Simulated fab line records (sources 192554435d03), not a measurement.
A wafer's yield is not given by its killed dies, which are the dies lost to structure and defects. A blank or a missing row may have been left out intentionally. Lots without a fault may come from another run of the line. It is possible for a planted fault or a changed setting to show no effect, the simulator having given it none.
Problem report in the 8D (eight disciplines) form, filled by code :: flow n5-finfet :: the parts of the form that need people (team, actions taken, sign-off) are left out

## 1. THE ISSUE
spin-speed-rpm at N5_FIN_CUT_COAT_19 reads a mean of 1534.3 rpm on 6 wafers of 2 lots; wafers without a fault read 1500.0 rpm with a standard deviation of 1.1. That puts it +31 standard deviations away from the usual mean.
The step: time 60 s, resist thk 20 nm.
First seen on wafer L806.2, day 6 04:51, on litho-track-04. The record holds 12 wafers of 4 lots with a number at this step. The rule behind "out" and "out of limits": a value lying over 4 standard deviations away from the usual mean. All remaining wafers that have a number are taken as sound.

## 2. WHAT THIS IS AND IS NOT
question: which readings at this step
is: spin-speed-rpm
is not: -

question: which lots
is: L806, L807
is not: L803, L808

question: which wafers of those lots
is: all that have a number
is not: -

question: read on which tools
is: litho-track-04
is not: litho-track-02

question: when
is: from day 6 04:51
is not: up to then (3 sound wafers); but 3 sound wafers of L808 came after

## 3. WHAT RULES OUT EACH SUSPECT
Counting: a tool at any process step up to the reading remains a suspect when it ran all the lots that are out and ran no sound lot after the first of those.
- litho-track-04 at N5_FIN_CUT_COAT_19 (time 60 s, resist thk 20 nm): kept. It processed each lot that is out, first L806 at day 6 04:51, and no sound lot thereafter; up to then, the last sound lot it processed was L803 at day 5 13:23. Its own spin-speed-rpm readings are out on those wafers.
Left after counting: litho-track-04 at N5_FIN_CUT_COAT_19.

## 4. THE CAUSE (what the simulator had put in)
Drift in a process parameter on litho-track-04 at N5_FIN_CUT_COAT_19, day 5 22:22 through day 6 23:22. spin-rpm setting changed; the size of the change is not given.
This tool alone remained once counting was done.

## 5. SEQUENCE OF EFFECTS, ordered by route
Rows list readings where the struck wafers' mean (over those with a number) sits beyond 3 standard deviations from the usual. Readings are gone through only where the record gives a usual standard deviation; hours: the median, over the lots, of the time from a lot's start at the first step in this table giving one to that lot's start at this step; sigmas: the change measured in usual standard deviations.
hours: 0
step: N5_FIN_CUT_COAT_19
reading: spin-speed-rpm
usual: 1500.0 rpm
on struck wafers: 1534.3
change: +34.3
sigmas: +31
Its process steps:
- N5_FIN_CUT_COAT_19: time 60 s, resist thk 20 nm.
Later measuring or inspecting steps at which every struck wafer that the step has a row for has a number for every such reading, and none has moved that far: N5_BEOL_M4_RC_MEAS_101.

## 6. WHAT WOULD HAVE CAUGHT IT SOONER
6 hours passed between the start of the fault at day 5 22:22 and the first reading out of limits in this record, taken at day 6 04:51.
